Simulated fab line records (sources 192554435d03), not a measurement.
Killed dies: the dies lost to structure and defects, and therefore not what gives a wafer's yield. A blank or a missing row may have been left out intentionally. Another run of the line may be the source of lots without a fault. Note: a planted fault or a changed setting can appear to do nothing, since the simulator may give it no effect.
fab line records	flow n5-finfet	part 1 of 2: steps 1 to 20 of 25
record lots=5	wafers=15	last-day=17
route steps=1938 shown TV_OPEN@1887 PAD_METAL@1893 PASSIVATION@1897
lots with no fault: from the same line, run without faults
start-h: the number of hours between the record's first day and the start of the first shown wafer of the lot	wait-h: hours since the lot's step before	" the same as in the row above	L1.1+2: a row that stands for several wafers	- either no value or no given start	* or withheld: withheld	< > ~ a bound
route shown NAME@n: a module of which the file shows steps, and the number in the route of the first	usual: mean/standard deviation taken from wafers without a fault	same: alike in all rows	chamber/n: place in a boat	sites: the reading at each site	_std_site: standard deviation across them	_edge_site: the outer-site mean with the inner-site mean subtracted	radius-mm: for every site, how far away it sits from the centre of the wafer	mask NAME#n: copy n	behind: the tool/chamber that last shaped the wafer	hold: reason for holding the lot/hours on hold/outcome of the hold	device: names the non-switching transistor (n, p or np)	end of line: the tests these same wafers got at the end of their route	step lacking rows: just its recipe	killed: count of dies lost to structure and defects at first sort (not the wafer's yield)	map: a wafer's dies, marking killed ones x, the rest . and places with no die _
set.NAME: the setting the step ran with; set.NAME@STEP: the setting that earlier step ran with	model.NAME: the simulator's own value behind a step, which no gauge read
lots at some steps of the route; a table a step, a row a wafer
services: when a tool's chamber went out of use (start-h, in hours from the record's first day, below 0 if earlier), for how many hours, and the reason
## steps
# step N5_PASSIVATION_PASS_ETCH_74
# recipe chemistry=CF4/O2	target=SiNx	target-depth-a=2200	time-s=110	ion-energy-ev=100	pressure-mtorr=40	source-w=535	bias-w=49	Ar_flow_sccm=100	cf4-flow-sccm=100	O2_flow_sccm=10
# usual bias-w=48.99/0.14	chamber-pressure-mTorr=39.99/0.04	drypump-motor-current-A=5.8/0.54	oes-product-au=0.78/0.069	rf-vpp-V=239.5/1.7	showerhead-plenum-p-Torr=2.20/0.076	throttle-valve-pct=16.02/0.22
lot.wafer	tool	chamber	start-h	wait-h	bias-w	chamber-pressure-mTorr	drypump-motor-current-A	oes-product-au	rf-hours-counter-h	rf-vpp-V	showerhead-plenum-p-Torr	throttle-valve-pct
L082.1	rie-diel-05	0	326.77	0.0	49.15	40.04	5.6	0.88	46	239.3	2.15	15.59
L082.2	"	2	"	"	48.79	40.06	5.4	0.70	226	240.8	2.18	16.42
L082.6	"	3	"	"	49.00	39.95	5.7	0.88	-	242.4	2.34	15.89
L085.1	rie-diel-06	2	334.60	0.0	49.03	40.02	6.5	0.74	191	242.4	2.20	16.18
L085.3	"	3	"	"	49.16	39.98	6.6	0.79	120	238.5	2.13	16.04
L085.6	"	1	"	"	48.98	39.97	5.5	0.69	-	239.4	2.10	16.07
L086.1	rie-diel-02	3	343.53	0.0	49.08	40.02	6.6	0.84	64	240.7	2.23	15.74
L086.3	"	1	"	"	48.66	40.02	5.6	0.72	216	238.6	2.26	16.16
L086.5	"	3	"	"	49.11	39.98	6.5	0.84	-	241.4	2.23	15.73
L089.2	rie-diel-05	0	355.91	0.0	48.79	39.98	5.7	0.87	54	242.3	2.15	15.64
L089.5	"	1	"	"	48.88	39.99	5.9	0.71	-	237.7	2.27	16.25
L089.6	"	0	"	"	48.74	39.98	5.7	0.87	-	240.1	2.15	15.63
L097.3	rie-diel-06	0	404.03	0.0	48.92	40.00	5.7	0.80	92	239.5	2.22	15.77
L097.5	"	0	"	"	49.02	40.01	5.7	0.80	-	238.7	2.22	15.75
L097.6	"	1	"	"	48.96	39.99	5.5	0.68	-	239.1	2.09	16.10
# step N5_PASSIVATION_VIA_ETCH_13
# recipe chemistry=CHF3/O2	target=SiO2	target-depth-a=6600	CHF3_flow_sccm=50	O2_flow_sccm=5	Ar_flow_sccm=200	time-s=330	mask-material=PR	pressure-mtorr=30	source-w=650	bias-w=170	ion-energy-ev=200	ends=cleared
# usual bias-w=170.1/0.5	chamber-pressure-mTorr=30.000/0.027	drypump-motor-current-A=5.8/0.54	etch-rf-on-time-s=236/4.7	oes-product-au=0.70/0.062	rf-vpp-V=521/3.4	showerhead-plenum-p-Torr=2.40/0.084	throttle-valve-pct=18.91/0.22
lot.wafer	tool	chamber	start-h	wait-h	bias-w	chamber-pressure-mTorr	drypump-motor-current-A	etch-rf-on-time-s	oes-product-au	rf-hours-counter-h	rf-vpp-V	showerhead-plenum-p-Torr	throttle-valve-pct
L082.1	rie-diel-05	0	326.86	0.0	169.3	30.009	5.6	229	0.80	46	524	2.35	18.50
L082.2	"	2	"	"	169.1	29.995	5.4	237	0.64	226	526	2.38	19.32
L082.6	"	3	"	"	169.7	30.017	5.7	237	0.80	-	524	2.56	18.81
L085.1	rie-diel-06	2	334.70	0.0	169.8	29.972	6.5	235	0.66	191	524	2.40	19.07
L085.3	"	3	"	"	169.8	30.010	6.6	239	0.70	120	516	2.32	18.89
L085.6	"	1	"	"	169.8	29.946	5.5	241	0.63	-	521	2.30	18.96
L086.1	rie-diel-02	3	343.62	0.0	170.4	30.007	6.6	231	0.76	64	524	2.44	18.64
L086.3	"	1	"	"	171.0	30.004	5.5	241	0.64	216	518	2.47	19.00
L086.5	"	3	"	"	169.7	30.036	6.6	239	0.76	-	524	2.44	18.64
L089.2	rie-diel-05	0	356.01	0.0	170.9	30.001	5.6	229	0.77	54	524	2.35	18.51
L089.5	"	1	"	"	169.9	29.986	5.9	240	0.63	-	518	2.48	19.14
L089.6	"	0	"	"	170.6	29.994	5.6	239	0.79	-	523	2.35	18.51
L097.3	rie-diel-06	0	404.12	0.0	170.4	29.985	5.7	231	0.71	92	522	2.43	18.64
L097.5	"	0	"	"	170.4	30.048	5.7	229	0.72	-	521	2.43	18.63
L097.6	"	1	"	"	169.9	30.018	5.5	237	0.62	-	522	2.29	19.00
# step N5_PASSIVATION_STRIP_14
# recipe chemistry=O2	power-w=600	temp-c=60	pressure-mtorr=30	rf-frequency-hz=6e+07	bias-power-w=0	overash-fraction=0.5	o2-flow-sccm=225
# usual chamber-pressure-mTorr=30.00/0.051	drypump-motor-current-A=5.8/0.55	oes-product-au=0.78/0.068	rf-vpp-V=3.6/0.94	showerhead-plenum-p-Torr=2.09/0.076	temp-c=60.01/0.12	throttle-valve-pct=16.71/0.21
lot.wafer	tool	chamber	start-h	wait-h	chamber-pressure-mTorr	drypump-motor-current-A	oes-product-au	rf-hours-counter-h	rf-vpp-V	showerhead-plenum-p-Torr	temp-c	throttle-valve-pct
L082.1	rie-diel-05	0	327.06	0.1	30.03	5.7	0.88	46	2.8	2.05	60.01	16.34
L082.2	"	2	"	"	29.99	5.4	0.70	226	3.5	2.07	59.96	17.10
L082.6	"	3	"	"	30.04	5.7	0.88	-	4.2	2.23	60.10	16.57
L085.1	rie-diel-06	2	334.89	0.1	30.13	6.6	0.73	192	3.9	2.08	60.18	16.86
L085.3	"	3	"	"	30.08	6.5	0.78	120	4.3	2.03	60.06	16.77
L085.6	"	1	"	"	29.97	5.5	0.71	-	2.6	1.98	59.84	16.70
L086.1	rie-diel-02	3	343.82	0.1	29.95	6.6	0.84	65	3.4	2.14	60.17	16.49
L086.3	"	1	"	"	30.00	5.6	0.71	216	3.3	2.16	59.81	16.90
L086.5	"	3	"	"	30.03	6.6	0.85	-	3.4	2.14	60.09	16.49
L089.2	rie-diel-05	0	356.20	0.1	29.95	5.6	0.88	54	3.0	2.05	60.10	16.38
L089.5	"	1	"	"	29.98	5.9	0.71	-	4.0	2.16	60.23	16.93
L089.6	"	0	"	"	29.99	5.6	0.88	-	3.5	2.05	59.96	16.37
L097.3	rie-diel-06	0	404.32	0.1	29.94	5.7	0.79	92	3.5	2.11	60.25	16.38
L097.5	"	0	"	"	29.96	5.7	0.78	-	2.7	2.11	60.09	16.37
L097.6	"	1	"	"	29.95	5.5	0.69	-	3.1	1.97	60.13	16.73
# step N5_PASSIVATION_ETCH_15
# recipe chemistry=CF4/N2	target=SiCN	target-depth-a=750	taper-deg=2	time-s=81.2	ion-energy-ev=150	mask-material=SiNx	pressure-mtorr=40	source-w=430	bias-w=70	Ar_flow_sccm=100	cf4-flow-sccm=60	n2-flow-sccm=60
# usual bias-w=69.97/0.2	chamber-pressure-mTorr=40.01/0.039	drypump-motor-current-A=5.8/0.54	oes-product-au=0.78/0.069	rf-vpp-V=382.1/2.1	showerhead-plenum-p-Torr=2.20/0.077	throttle-valve-pct=15.48/0.23
lot.wafer	tool	chamber	start-h	wait-h	bias-w	chamber-pressure-mTorr	drypump-motor-current-A	oes-product-au	rf-hours-counter-h	rf-vpp-V	showerhead-plenum-p-Torr	throttle-valve-pct
L082.1	rie-diel-05	0	-	-	69.98	39.90	5.6	0.87	46	381.3	2.15	15.05
L082.2	"	2	"	"	69.63	39.96	5.4	0.71	226	381.7	2.18	15.88
L082.6	"	3	"	"	69.98	40.03	5.7	0.88	-	385.8	2.34	15.33
L085.1	rie-diel-06	2	-	-	70.08	39.90	6.5	0.74	192	382.4	2.19	15.65
L085.3	"	3	"	"	70.00	40.00	6.6	0.79	120	381.1	2.13	15.49
L085.6	"	1	"	"	70.16	40.03	5.5	0.69	-	378.6	2.10	15.53
L086.1	rie-diel-02	3	-	-	70.00	40.00	6.6	0.85	65	384.4	2.23	15.17
L086.3	"	1	"	"	69.57	39.98	5.5	0.71	216	383.5	2.27	15.61
L086.5	"	3	"	"	69.77	40.05	6.6	0.84	-	383.2	2.23	15.17
L089.2	rie-diel-05	0	-	-	69.89	39.98	5.6	0.87	54	381.6	2.15	15.07
L089.5	"	1	"	"	69.96	40.08	5.9	0.70	-	384.4	2.27	15.70
L089.6	"	0	"	"	70.17	40.07	5.6	0.87	-	381.4	2.15	15.08
L097.3	rie-diel-06	0	-	-	69.89	40.01	5.7	0.80	92	384.3	2.23	15.22
L097.5	"	0	"	"	69.73	40.01	5.7	0.80	-	382.2	2.23	15.22
L097.6	"	1	"	"	70.04	40.08	5.5	0.68	-	379.5	2.09	15.57
# step N5_PASSIVATION_STRIP_73
# recipe chemistry=post-etch-residue-remover	time-s=60	temp-c=25	remover-ph=withheld	remover-water-wt-pct=withheld	remover-fluoride-wt-pct=withheld
# usual temp-c=24.99/0.11
lot.wafer	tool	chamber	start-h	wait-h	temp-c
L082.1	wet-bench-05	4	327.22	-	25.08
L082.2	"	3	"	"	25.10
L082.6	"	1	"	"	24.80
L085.1	wet-bench-03	1	335.05	-	25.15
L085.3	"	3	"	"	24.88
L085.6	"	0	"	"	25.13
L086.1	wet-bench-05	2	343.98	-	24.86
L086.3	"	0	"	"	24.97
L086.5	"	4	"	"	25.04
L089.2	wet-bench-05	0	356.36	-	24.93
L089.5	"	3	"	"	24.92
L089.6	"	1	"	"	24.84
L097.3	wet-bench-05	3	404.48	-	25.13
L097.5	"	1	"	"	25.20
L097.6	"	5	"	"	24.97
# step N5_PASSIVATION_SRD_17
# recipe time-s=30	temp-c=23	rinse-liquid=diw	dry=n2-spin	spin-rpm=1500	dry-time-s=30
# usual temp-c=23.00/0.099
# same dry-time-s=30
lot.wafer	tool	chamber	start-h	wait-h	temp-c
L082.1	wet-bench-05	4	327.24	0.0	22.97
L082.2	"	3	"	"	23.16
L082.6	"	1	"	"	22.75
L085.1	wet-bench-03	1	335.07	0.0	23.00
L085.3	"	3	"	"	23.01
L085.6	"	0	"	"	23.14
L086.1	wet-bench-05	2	344.00	0.0	23.12
L086.3	"	0	"	"	22.94
L086.5	"	4	"	"	22.86
L089.2	wet-bench-05	0	356.38	0.0	23.12
L089.5	"	3	"	"	23.07
L089.6	"	1	"	"	22.99
L097.3	wet-bench-05	3	404.50	0.0	22.95
L097.5	"	1	"	"	22.86
L097.6	"	5	"	"	23.01
# step N5_PASSIVATION_DEGAS_18
# recipe ambient=vacuum	temp-c=300	time-s=60
# usual heater-power-w=453/37
lot.wafer	tool	chamber	start-h	wait-h	heater-power-w
L082.1	pvd-sputter-03	-	327.78	0.5	451
L082.2	"	-	"	"	472
L082.6	"	-	"	"	489
L085.1	pvd-sputter-02	-	335.58	0.5	462
L085.3	"	-	"	"	480
L085.6	"	-	"	"	482
L086.1	pvd-sputter-02	-	344.08	0.1	456
L086.3	"	-	"	"	473
L086.5	"	-	"	"	473
L089.2	pvd-sputter-01	-	357.32	0.9	488
L089.5	"	-	"	"	441
L089.6	"	-	"	"	375
L097.3	pvd-sputter-03	-	405.51	1.0	473
L097.5	"	-	"	"	475
L097.6	"	-	"	"	394
# step N5_PASSIVATION_PRE_CLEAN_19
# recipe gas=H2/He	time-s=*	temp-c=*
# usual heater-power-w=453/37
lot.wafer	tool	chamber	start-h	wait-h	heater-power-w
L082.1	pvd-sputter-03	-	327.82	0.0	438
L082.2	"	-	"	"	472
L082.6	"	-	"	"	475
L085.1	pvd-sputter-02	-	335.62	0.0	484
L085.3	"	-	"	"	489
L085.6	"	-	"	"	477
L086.1	pvd-sputter-02	-	344.12	0.0	461
L086.3	"	-	"	"	489
L086.5	"	-	"	"	475
L089.2	pvd-sputter-01	-	357.36	0.0	496
L089.5	"	-	"	"	450
L089.6	"	-	"	"	363
L097.3	pvd-sputter-03	-	405.55	0.0	482
L097.5	"	-	"	"	484
L097.6	"	-	"	"	394
# step N5_PASSIVATION_SPUTTER_20
# recipe material=TaN	target-thk-a=500	temp-c=25	chamber-pressure-pa=0.4
# usual throttle-valve-pct=29.7/1.1
lot.wafer	tool	chamber	start-h	wait-h	throttle-valve-pct
L082.1	pvd-sputter-03	-	327.86	0.0	29.0
L082.2	"	-	"	"	28.0
L082.6	"	-	"	"	31.5
L085.1	pvd-sputter-02	-	335.66	0.0	30.1
L085.3	"	-	"	"	29.9
L085.6	"	-	"	"	30.3
L086.1	pvd-sputter-02	-	344.16	0.0	29.0
L086.3	"	-	"	"	30.2
L086.5	"	-	"	"	30.1
L089.2	pvd-sputter-01	-	357.40	0.0	30.9
L089.5	"	-	"	"	31.0
L089.6	"	-	"	"	30.1
L097.3	pvd-sputter-03	-	405.59	0.0	27.9
L097.5	"	-	"	"	28.1
L097.6	"	-	"	"	29.9
# step N5_PASSIVATION_AL_DEP_21
# recipe material=Al	target-thk-a=28000	temp-c=400	time-s=170	power-w=30000	chamber-pressure-pa=0.4	gas=Ar
# usual cathode-dc-power-W=30000/5.7	throttle-valve-pct=29.7/1.1
lot.wafer	tool	chamber	start-h	wait-h	cathode-dc-power-W	throttle-valve-pct
L082.1	pvd-sputter-03	-	327.96	0.1	30006	29.0
L082.2	"	-	"	"	29997	27.9
L082.6	"	-	"	"	30001	31.4
L085.1	pvd-sputter-02	-	335.76	0.1	29992	30.3
L085.3	"	-	"	"	30005	30.0
L085.6	"	-	"	"	30002	30.6
L086.1	pvd-sputter-02	-	344.26	0.1	30002	29.1
L086.3	"	-	"	"	29994	29.9
L086.5	"	-	"	"	29997	29.8
L089.2	pvd-sputter-01	-	357.50	0.1	29997	31.0
L089.5	"	-	"	"	30003	31.0
L089.6	"	-	"	"	30002	30.2
L097.3	pvd-sputter-03	-	405.69	0.1	30002	27.9
L097.5	"	-	"	"	30002	28.0
L097.6	"	-	"	"	29994	29.7
# step N5_PASSIVATION_HMDS_23
# recipe time-s=60	temp-c=120
# usual chill-plate-temp-C=23.01/0.11
lot.wafer	tool	chamber	start-h	wait-h	chill-plate-temp-C
L082.1	litho-track-02	0	328.14	0.1	22.91
L082.2	"	0	"	"	23.05
L082.6	"	0	"	"	22.90
L085.1	litho-track-02	0	335.94	0.1	22.99
L085.3	"	0	"	"	23.05
L085.6	"	0	"	"	23.07
L086.1	litho-track-04	0	344.45	0.1	22.83
L086.3	"	0	"	"	23.01
L086.5	"	0	"	"	22.98
L089.2	litho-track-02	0	357.68	0.1	23.11
L089.5	"	0	"	"	22.97
L089.6	"	0	"	"	22.93
L097.3	litho-track-04	0	405.87	0.1	23.05
L097.5	"	0	"	"	23.07
L097.6	"	0	"	"	23.23
# step N5_PASSIVATION_COAT_24
# recipe spin-rpm=3000	resist-thk-nm=withheld
# usual chill-plate-temp-C=22.99/0.11
lot.wafer	tool	chamber	start-h	wait-h	chill-plate-temp-C
L082.1	litho-track-02	0	-	-	22.81
L082.2	"	0	"	"	22.80
L082.6	"	0	"	"	22.95
L085.1	litho-track-02	0	-	-	22.95
L085.3	"	0	"	"	22.82
L085.6	"	0	"	"	23.06
L086.1	litho-track-04	0	-	-	22.81
L086.3	"	0	"	"	23.09
L086.5	"	0	"	"	22.93
L089.2	litho-track-02	0	-	-	22.84
L089.5	"	0	"	"	23.07
L089.6	"	0	"	"	22.91
L097.3	litho-track-04	0	-	-	23.10
L097.5	"	0	"	"	22.95
L097.6	"	0	"	"	22.92
# step N5_PASSIVATION_EBR_26
# recipe solvent=PGMEA	ebr-width-mm=1.5
# usual chill-plate-temp-C=22.99/0.11
# same ebr-width-mm=1.5
lot.wafer	tool	chamber	start-h	wait-h	chill-plate-temp-C
L082.1	litho-track-02	0	-	-	23.09
L082.2	"	0	"	"	23.01
L082.6	"	0	"	"	22.95
L085.1	litho-track-02	0	-	-	23.12
L085.3	"	0	"	"	23.18
L085.6	"	0	"	"	23.16
L086.1	litho-track-04	0	-	-	23.06
L086.3	"	0	"	"	23.02
L086.5	"	0	"	"	23.08
L089.2	litho-track-02	0	-	-	23.12
L089.5	"	0	"	"	23.10
L089.6	"	0	"	"	23.06
L097.3	litho-track-04	0	-	-	23.05
L097.5	"	0	"	"	22.98
L097.6	"	0	"	"	22.98
# step N5_PASSIVATION_SOFTBAKE_25
# recipe temp-c=100	time-s=90
# usual chill-plate-temp-C=23.01/0.11
lot.wafer	tool	chamber	start-h	wait-h	chill-plate-temp-C
L082.1	litho-track-02	0	-	-	23.04
L082.2	"	0	"	"	23.08
L082.6	"	0	"	"	23.04
L085.1	litho-track-02	0	-	-	23.02
L085.3	"	0	"	"	22.99
L085.6	"	0	"	"	22.83
L086.1	litho-track-04	0	-	-	23.15
L086.3	"	0	"	"	23.06
L086.5	"	0	"	"	23.07
L089.2	litho-track-02	0	-	-	22.92
L089.5	"	0	"	"	22.95
L089.6	"	0	"	"	23.01
L097.3	litho-track-04	0	-	-	22.83
L097.5	"	0	"	"	22.90
L097.6	"	0	"	"	22.97
# step N5_PASSIVATION_EXPOSE_27
# recipe mask-id=PAD	na=0.55	source-shape=conventional	sigma-outer=0.8	polarization=unpolarized	defocus-nm=0	dose-mj=32.3
lot.wafer	tool	chamber	start-h	wait-h	mask
L082.1+2+6	krf-scanner-01	0	328.25	-	PAD#0
L085.1+3+6	krf-scanner-01	0	336.17	-	PAD#0
L086.1+3+5	krf-scanner-01	0	344.56	-	PAD#0
L089.2+5+6	krf-scanner-02	0	357.80	-	PAD#0
L097.3+5+6	krf-scanner-01	0	406.12	-	PAD#0
# step N5_PASSIVATION_PEB_28
# recipe peb-temp-c=withheld	peb-time-s=*
# usual chill-plate-temp-C=*
lot.wafer	tool	chamber	start-h	wait-h	chill-plate-temp-C
L082.1	litho-track-02	0	328.31	0.1	*
L082.2	"	0	"	"	*
L082.6	"	0	"	"	*
L085.1	litho-track-01	0	336.23	0.1	*
L085.3	"	0	"	"	*
L085.6	"	0	"	"	*
L086.1	litho-track-04	0	344.61	0.1	*
L086.3	"	0	"	"	*
L086.5	"	0	"	"	*
L089.2	litho-track-04	0	357.85	0.0	*
L089.5	"	0	"	"	*
L089.6	"	0	"	"	*
L097.3	litho-track-02	0	406.16	0.0	*
L097.5	"	0	"	"	*
L097.6	"	0	"	"	*
# step N5_PASSIVATION_DEVELOP_29
# recipe develop-time-s=60	rinse-liquid=diw	dry=air-spin	dev-temp-c=21
# usual chill-plate-temp-C=23.00/0.11
lot.wafer	tool	chamber	start-h	wait-h	chill-plate-temp-C
L082.1	litho-track-02	0	-	-	22.88
L082.2	"	0	"	"	22.75
L082.6	"	0	"	"	22.89
L085.1	litho-track-01	0	-	-	23.20
L085.3	"	0	"	"	23.05
L085.6	"	0	"	"	23.00
L086.1	litho-track-04	0	-	-	22.86
L086.3	"	0	"	"	23.10
L086.5	"	0	"	"	23.20
L089.2	litho-track-04	0	-	-	22.85
L089.5	"	0	"	"	22.84
L089.6	"	0	"	"	22.96
L097.3	litho-track-02	0	-	-	23.00
L097.5	"	0	"	"	23.04
L097.6	"	0	"	"	22.92
# step N5_PASSIVATION_HARDBAKE_31
# recipe temp-c=130	time-s=120
# usual chill-plate-temp-C=23.00/0.11
lot.wafer	tool	chamber	start-h	wait-h	chill-plate-temp-C
L082.1	litho-track-02	0	-	-	23.09
L082.2	"	0	"	"	22.96
L082.6	"	0	"	"	22.83
L085.1	litho-track-01	0	-	-	23.11
L085.3	"	0	"	"	23.02
L085.6	"	0	"	"	23.09
L086.1	litho-track-04	0	-	-	22.94
L086.3	"	0	"	"	23.07
L086.5	"	0	"	"	23.02
L089.2	litho-track-04	0	-	-	23.00
L089.5	"	0	"	"	23.13
L089.6	"	0	"	"	23.18
L097.3	litho-track-02	0	-	-	23.13
L097.5	"	0	"	"	22.92
L097.6	"	0	"	"	23.01
# step N5_PASSIVATION_CD_MEAS_30
# recipe target-cd-nm=4000	landing-energy-ev=500	detector=se-inlens	polarity=opening
# usual cd-nm=4000.0/1.4
lot.wafer	tool	chamber	start-h	wait-h	cd-nm
L082.1	cd-sem-02	0	328.43	-	3999.4
L082.2	"	0	"	"	4000.5
L082.6	"	0	"	"	4000.4
L085.1	cd-sem-03	0	336.35	-	4002.6
L085.3	"	0	"	"	4001.5
L085.6	"	0	"	"	4002.5
L086.1	cd-sem-02	0	344.73	-	3999.5
L086.3	"	0	"	"	3999.1
L086.5	"	0	"	"	3997.4
L089.2	cd-sem-01	0	357.97	-	4000.5
L089.5	"	0	"	"	4001.4
L089.6	"	0	"	"	4002.1
L097.3	cd-sem-03	0	406.29	-	3999.9
L097.5	"	0	"	"	4000.1
L097.6	"	0	"	"	4000.5
# step N5_PASSIVATION_OVL_MEAS_63
# recipe points-per-wafer=44
# usual PAD_OVL=-3/6.4
lot.wafer	tool	chamber	start-h	wait-h	PAD_OVL[nm]
L082.1	overlay-01	0	328.46	0.0	-8
L082.2	"	0	"	"	-2
L082.6	"	0	"	"	-5
L085.1	overlay-02	0	336.38	0.0	-2
L085.3	"	0	"	"	2
L085.6	"	0	"	"	-3
L086.1	overlay-01	0	344.78	0.0	-3
L086.3	"	0	"	"	-7
L086.5	"	0	"	"	-8
L089.2	overlay-02	0	358.00	0.0	-7
L089.5	"	0	"	"	2
L089.6	"	0	"	"	-9
L097.3	overlay-01	0	406.32	0.0	-4
L097.5	"	0	"	"	-2
L097.6	"	0	"	"	-6
